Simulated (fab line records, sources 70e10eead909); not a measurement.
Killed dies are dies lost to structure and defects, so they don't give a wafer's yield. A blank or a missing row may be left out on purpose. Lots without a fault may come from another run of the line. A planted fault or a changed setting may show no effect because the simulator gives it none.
Which tool did it? | flow nand_harc | 12 lots, 36 wafers sampled, at 6 steps of a route of 1159

WHAT THE GAUGES READ, wafer by wafer
NHARC_A_CONTACT_CD_MEAS_42: target cd 200 nm.
lot  | measured     | on        | cd_nm (nm)
L075 | day 18 00:05 | cd_sem-03 | 199.6 199.6 199.6
L079 | day 18 16:08 | cd_sem-01 | 199.4 199.1 199.6
L078 | day 18 21:59 | cd_sem-02 | 199.6 198.9 198.7
L081 | day 21 11:18 | cd_sem-01 | 199.4 199.4 199.8
L082 | day 20 13:47 | cd_sem-02 | 200.0 199.3 199.9
L086 | day 21 18:30 | cd_sem-02 | 199.7 199.2 199.6
L088 | day 20 18:55 | cd_sem-01 | 200.8 200.2 200.9
L089 | day 22 01:02 | cd_sem-02 | 200.7 200.4 199.9
L091 | day 22 01:58 | cd_sem-03 | 199.8 199.7 200.2
L097 | day 23 13:36 | cd_sem-01 | 199.9 200.1 200.8
L096 | day 23 14:50 | cd_sem-02 | 200.3 199.4 200.1
L095 | day 23 23:59 | cd_sem-03 | 200.4 200.2 200.2

WHICH TOOL RAN EACH LOT (tool, then ch and the chambers of the sampled wafers, then the start)
lot  | NHARC_A_SGD_CUT_ETCHBACK_24        | NHARC_A_SGD_CUT_STRIP_28                      | NHARC_A_SLIT_ETCH_26             | NHARC_A_WL_FILL_ALD_00           | NHARC_A_WL_FILL_ETCHBACK_16
L075 | rie_diel-06 ch 1,2, day 14 20:46   | rie_diel-06 ch 1,2,3, day 15 02:32 or earlier | har_etch-02 ch 0,1, day 15 02:32 | ald_hk-04 ch 0,1,2, day 15 11:29 | rie_diel-07 ch 1,2,3, day 18 00:05 or earlier
L079 | rie_diel-05 ch 0,1,3, day 14 20:50 | rie_diel-05 ch 0,1,3, day 14 21:02            | har_etch-02 ch 0,1, day 15 04:15 | ald_hk-02 ch 1,2,3, day 15 11:40 | rie_diel-07 ch 1,2,3, day 18 16:08 or earlier
L078 | rie_diel-05 ch 0,3, day 14 20:55   | rie_diel-05 ch 0,1,3, day 14 21:05            | har_etch-02 ch 0,1, day 15 05:52 | ald_hk-03 ch 0,2, day 15 16:13   | rie_diel-12 ch 0,3, day 18 21:59 or earlier
L081 | rie_diel-06 ch 0,1,2, day 16 09:40 | rie_diel-06 ch 0,2,3, day 16 18:21 or earlier | har_etch-01 ch 0,1, day 16 18:21 | ald_hk-04 ch 1,2,3, day 19 07:23 | rie_diel-12 ch 1,2,3, day 21 11:18 or earlier
L082 | rie_diel-06 ch 0,2, day 16 09:49   | rie_diel-06 ch 0,2, day 16 21:44 or earlier   | har_etch-01 ch 0,1, day 16 21:44 | ald_hk-02 ch 1,2, day 19 07:03   | rie_diel-12 ch 1,2, day 20 13:47 or earlier
L086 | rie_diel-06 ch 0,2,3, day 16 22:28 | rie_diel-06 ch 1,3, day 17 06:16 or earlier   | har_etch-02 ch 0,1, day 17 06:16 | ald_hk-03 ch 1,3, day 19 07:24   | rie_diel-07 ch 0,1,2, day 21 18:30 or earlier
L088 | rie_diel-05 ch 1,2, day 16 22:34   | rie_diel-05 ch 0,3, day 17 05:16 or earlier   | har_etch-01 ch 0,1, day 17 05:16 | ald_hk-04 ch 0,1, day 19 07:14   | rie_diel-03 ch 1,2,3, day 20 18:55 or earlier
L089 | rie_diel-08 ch 0,3, day 17 17:30   | rie_diel-08 ch 1,2,3, day 17 23:41 or earlier | har_etch-02 ch 0,1, day 17 23:41 | ald_hk-04 ch 1,2,3, day 19 11:51 | rie_diel-03 ch 0,1,3, day 22 01:02 or earlier
L091 | rie_diel-08 ch 2,3, day 18 09:02   | rie_diel-08 ch 1,2,3, day 18 09:13            | har_etch-02 ch 0,1, day 18 16:00 | ald_hk-02 ch 0,1,3, day 19 11:49 | rie_diel-12 ch 0,2,3, day 22 01:58 or earlier
L097 | rie_diel-05 ch 2,3, day 20 21:31   | rie_diel-05 ch 1,2,3, day 21 06:53 or earlier | har_etch-02 ch 0,1, day 21 06:53 | ald_hk-02 ch 1,3, day 21 15:47   | rie_diel-07 ch 0,2,3, day 23 13:36 or earlier
L096 | rie_diel-06 ch 0,3, day 20 21:35   | rie_diel-06 ch 1,2,3, day 21 07:33 or earlier | har_etch-01 ch 0,1, day 21 07:33 | ald_hk-03 ch 2,3, day 21 15:58   | rie_diel-03 ch 0,2,3, day 23 14:50 or earlier
L095 | rie_diel-05 ch 1,2,3, day 21 01:03 | rie_diel-05 ch 0,1, day 21 21:49 or earlier   | har_etch-02 ch 0,1, day 21 21:49 | ald_hk-02 ch 1,3, day 22 05:33   | rie_diel-03 ch 0,1,3, day 23 23:59 or earlier
- NHARC_A_SGD_CUT_ETCHBACK_24: etches the open film in CH3F/O2, target depth 50 nm, time 92.857 s.
- NHARC_A_SGD_CUT_STRIP_28: strips in O2, time 20 s.
- NHARC_A_SLIT_ETCH_26: etches the open film in C4F8/O2/Ar, time 90 s, target depth 400 nm.
- NHARC_A_WL_FILL_ALD_00: deposits Al2O3, target thk 3 nm, pulse time 3 s, ald cycles 30.
- NHARC_A_WL_FILL_ETCHBACK_16: etches the open film in C4F8/O2/Ar, target depth 88 nm, time 17.6 s.

THE ANSWER, worked out from the rows above alone
Rule: what is usual is taken from the lots themselves. Put in order of their means at a reading, lots are off if they are a third of the lots or fewer, leave a main group of 4 or more, and stand apart from it by a gap of 3 or more times the standard deviation of the main group's means; of several such gaps the widest counts. A main group whose means are all the same, to the digits that the tables above print for the reading, isn't used. A lot without any number at a reading at which 4 lots or more have one is off too. The other lots that the step has rows for count as sound.
No lot is off at any reading shown: from this, nothing can be told.

WHAT THE SIMULATOR HAD PUT IN
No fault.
